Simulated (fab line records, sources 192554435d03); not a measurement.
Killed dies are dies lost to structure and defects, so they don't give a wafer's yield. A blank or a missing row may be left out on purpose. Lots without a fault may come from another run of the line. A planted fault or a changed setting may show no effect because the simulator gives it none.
A struck lot beside a sound one | flow n5_finfet | 38 steps out of a route of 1938
Sound: wafers L224.1, L224.2, L224.5. Struck: wafers L219.3, L219.5, L219.6. The cause comes at the end.
At each step with rows: each side's tool, then ch and its chambers, then its first start. Under that, the readings that differ: sound wafers | struck wafers | difference of the means | sigmas: that difference in standard deviations of wafers without a fault.
alike: readings whose means differ by less than 2 such deviations, and words and numbers that are the same on both sides. not compared: withheld readings, readings that some wafer has no value for, bounds like >300 that may hide the same value, and numbers for which the record gives no deviation and whose values overlap.
The two part at a step that has a row with sigmas, a row that says differs or no value, or rows on one side only. Numbers that don't overlap but have no deviation are shown without sigmas and don't part them. A reading that every wafer of one side lacks parts them only if that side has two wafers or more.

first, 9 steps without rows for these wafers: N5_PMOS_HMC_CHANNEL_EPI_EPI_26 (deposits Si from SiH4/H2, target thk 3.8 nm, time 22.7 s); N5_FIN_SAQP_PRECLEAN_42 (cleans in O3/DIW, time 60 s); N5_FIN_SAQP_PRECLEAN_00 (cleans in SC1, time 60 s); N5_FIN_SAQP_PRECLEAN_44 (cleans in SC2, time 45 s); N5_FIN_SAQP_SRD_01 (time 30 s); N5_FIN_SAQP_ALD_61 (deposits SiO2, target thk 4 nm, pulse time 1 s, purge time 2 s); N5_FIN_SAQP_DENSIFY_62 (time 60 s); N5_FIN_SAQP_HM_DEP_03 (deposits SiNx from SiH4/NH3/N2, target thk 38 nm, time 33.6 s); N5_FIN_SAQP_PECVD_47 (deposits a-Si from SiH4/He, target thk 45 nm, time 36.3 s).
N5_FIN_SAQP_PECVD_48: deposits SiNx from SiH4/NH3/N2, target thk 25 nm, time 22.1 s.
  sound on pecvd-03 ch 0,1,2, day 7 14:49; struck on pecvd-01 ch 0,2, day 6 11:13
  alike: heater_power_w, showerhead_plenum_p_Torr, susceptor_temp_C, throttle_valve_pct
then, 10 steps without rows for these wafers: N5_FIN_SAQP_PECVD_06 (deposits a-Si from SiH4/He, target thk 60 nm, time 48.1 s); N5_FIN_SAQP_HM_DEP_72 (deposits SiO2 from SiH4/N2O, target thk 12 nm, time 7.2 s); N5_FIN_SAQP_COAT_49 (time 60 s, resist thk 100 nm); N5_FIN_SAQP_COAT_50 (time 60 s, resist thk 35 nm); N5_FIN_SAQP_COAT_10 (resist thk 90 nm); N5_FIN_SAQP_EBR_12; N5_FIN_SAQP_SOFTBAKE_11 (time 60 s); N5_FIN_SAQP_EXPOSE_13 (exposes mask FIN CORE, target cd 35.6 nm); N5_FIN_SAQP_PEB_14 (peb time 60 s); N5_FIN_SAQP_DEVELOP_15 (develop time 30 s).
N5_FIN_SAQP_INSPECT_18: inspects for defects (brightfield).
  sound on defect_inspect-02, day 7 15:29; struck on defect_inspect-01, day 6 11:53
  reading          | sound       | struck         | difference | sigmas
  raw_defect_count | 412 530 392 | 1228 1234 1159 | +762       | +6
then, 14 steps without rows for these wafers: N5_FIN_SAQP_DESCUM_21 (chemistry O2, time 7.9 s); N5_FIN_SAQP_ETCH_51 (etches SiARC in CF4, target depth 45.5 nm, time 75.8 s); N5_FIN_SAQP_ETCH_52 (etches SOC in N2/H2, target depth 100 nm, overetch 20 nm, time 150 s); N5_FIN_SAQP_STRIP_53 (strips in N2/H2); N5_FIN_SAQP_HM_OPEN_73 (chemistry CHF3/O2, target SiO2, stops on a-Si, target depth 12 nm, time 16.8 s); N5_FIN_SAQP_STRIP_74 (strips in CHF3/O2); N5_FIN_SAQP_MANDREL_ETCH_22 (etches a-Si in HBr/Cl2, stops on SiNx, target depth 60 nm, bt time 10 s, time 30 s); N5_FIN_SAQP_STRIP_55 (strips in N2/H2); N5_FIN_SAQP_STRIP_23 (strips in SPM, time 750 s); N5_FIN_SAQP_SRD_66 (time 30 s); N5_FIN_SAQP_RECESS_75 (chemistry HF/NH3, target SiO2, target depth 14.4 nm, afs cycles 3, sublimation time 60 s); N5_FIN_SAQP_SPACER1_ALD_24 (deposits SiO2, target thk 20.3 nm, pulse time 1 s, purge time 2 s); N5_FIN_SAQP_SPACER1_ETCHBACK_25 (etches SiO2 in CHF3/O2, target depth 24.4 nm, time 12.2 s); N5_FIN_SAQP_MANDREL1_REMOVE_56 (chemistry HBr/Cl2/O2, target a-Si, stops on SiNx, bt time 10 s).
N5_FIN_SAQP_INSPECT_40: inspects for defects (brightfield).
  sound on defect_inspect-01, day 7 20:01; struck on defect_inspect-01, day 6 16:28
  reading          | sound       | struck         | difference | sigmas
  raw_defect_count | 281 260 269 | 1006 1096 1069 | +787       | +12
N5_FIN_CUT_INSPECT_10: inspects for defects (brightfield).
  sound on defect_inspect-02, day 7 20:25; struck on defect_inspect-02, day 6 16:51
  reading          | sound    | struck      | difference | sigmas
  raw_defect_count | 50 42 36 | 825 878 849 | +808       | +67
-- the record jumps here: 10 days lie between the struck wafers' starts before and after (it left off in module FIN_CUT and takes up again in module PASSIVATION, whose first step shown is number 1936 of the route) --
N5_PASSIVATION_PROBE_49:
  the record has rows for the struck wafers here (prober-01, day 16 18:20) and none for the sound ones

WHERE THEY PART
First at N5_FIN_SAQP_INSPECT_18; last, within this record, at N5_PASSIVATION_PROBE_49.

WHY: what the simulator had put in
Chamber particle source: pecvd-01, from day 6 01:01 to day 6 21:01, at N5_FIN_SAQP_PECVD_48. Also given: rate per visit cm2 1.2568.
